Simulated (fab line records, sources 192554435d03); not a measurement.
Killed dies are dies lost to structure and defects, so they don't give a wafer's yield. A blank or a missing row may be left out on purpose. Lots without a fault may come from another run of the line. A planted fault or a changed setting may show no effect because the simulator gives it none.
Split-lot experiment | flow n5_finfet | 7 lots, 21 wafers read, on a route of 1938 steps

THE SPLIT
At N5_BEOL_M10_PEB_26 (peb time 60 s), the setting peb_time_s was moved away from the recipe's 60 s on 9 of the 21 wafers read, by -15.1% to +19.1%. The other wafers ran this setting at the recipe's value.

FROM THE SPLIT TO THE READING: what the file shows between them, 1 step
- N5_BEOL_M10_DEVELOP_27: develop time 30 s

THE READING
cd_nm, in nm, at N5_BEOL_M10_CD_MEAS_28 (target cd 70 nm). Fault-free wafers of this fab line usually give 69.9 nm, standard deviation 0.84 nm.

wafer  | tool, chamber at the split | peb_time_s as run, s | against the recipe | cd_nm, nm | against lot-mates on the recipe
L074.1 | litho_track-02, 0          | 60                   | recipe             | 69.9      | -
L074.2 | litho_track-02, 0          | 50.96                | -15.1%             | 61.5      | -8.4
L074.6 | litho_track-02, 0          | 50.96                | -15.1%             | 61.9      | -8.0
L076.1 | litho_track-02, 0          | 53.48                | -10.9%             | 65.3      | -4.2
L076.3 | litho_track-02, 0          | 60                   | recipe             | 69.5      | -
L076.6 | litho_track-02, 0          | 53.48                | -10.9%             | 64.4      | -5.1
L078.3 | litho_track-05, 0          | 60                   | recipe             | 70.4      | -
L078.4 | litho_track-05, 0          | 60                   | recipe             | 70.7      | -
L078.6 | litho_track-05, 0          | 60                   | recipe             | 71.1      | -
L081.1 | litho_track-02, 0          | 69.49                | +15.8%             | 75.8      | +7.4
L081.2 | litho_track-02, 0          | 60                   | recipe             | 68.4      | -
L081.6 | litho_track-02, 0          | 69.49                | +15.8%             | 74.6      | +6.2
L080.1 | litho_track-01, 0          | 51.78                | -13.7%             | 63.8      | -6.4
L080.3 | litho_track-01, 0          | 60                   | recipe             | 69.8      | -
L080.5 | litho_track-01, 0          | 60                   | recipe             | 70.5      | -
L088.2 | litho_track-01, 0          | 60                   | recipe             | 69.6      | -
L088.3 | litho_track-01, 0          | 60                   | recipe             | 68.8      | -
L088.5 | litho_track-01, 0          | 60                   | recipe             | 69.5      | -
L097.2 | litho_track-02, 0          | 71.48                | +19.1%             | 78.3      | +8.9
L097.3 | litho_track-02, 0          | 71.48                | +19.1%             | 76.6      | +7.2
L097.5 | litho_track-02, 0          | 60                   | recipe             | 69.4      | -

THE FIT
A straight line over all 21 wafers: cd_nm changes by +0.426 nm for each +1% of peb_time_s; r = +0.98; the points scatter about the line by 0.93 nm.
The same after taking each lot's own level away (the mean of its wafers on the recipe; 21 wafers): +0.455 nm for each +1%; r = +0.99; scatter 0.63 nm.
On that fit, the largest move of peb_time_s shifts the reading by 8.7 nm.
The lots' own levels span 68.40 to 70.73 nm, that is 2.8 times the standard deviation above.
So the lot-to-lot level changes the slope little: the two slopes agree.
Check: with one of the wafers moved furthest among these (+19.1%) left out of the fit, the line predicts +8.38 nm for it against its lot-mates. It came out at +8.9 nm against them.

OTHER SPLITS ON THESE WAFERS
These wafers also went through other splits before the reading. Each is held against what the fit with the lots' levels taken away leaves over:
other split on the same wafers    | wafers away from the commonest value | r with cd_nm (lot level and that fit taken away)
N5_BEOL_M9_HM_DEP_02 target_thk_a | 10                                   | +0.14
N5_BEOL_M9_DESCUM_16 time_s       | 8                                    | -0.08
N5_BEOL_M9_TRENCH_ETCH_37 bias_w  | 6                                    | +0.00
N5_BEOL_M10_COAT_63 spin_rpm      | 9                                    | +0.08

THE FILE'S OWN FIT
cd_nm changes by +0.454 nm for each +1% of peb_time_s, r = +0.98.
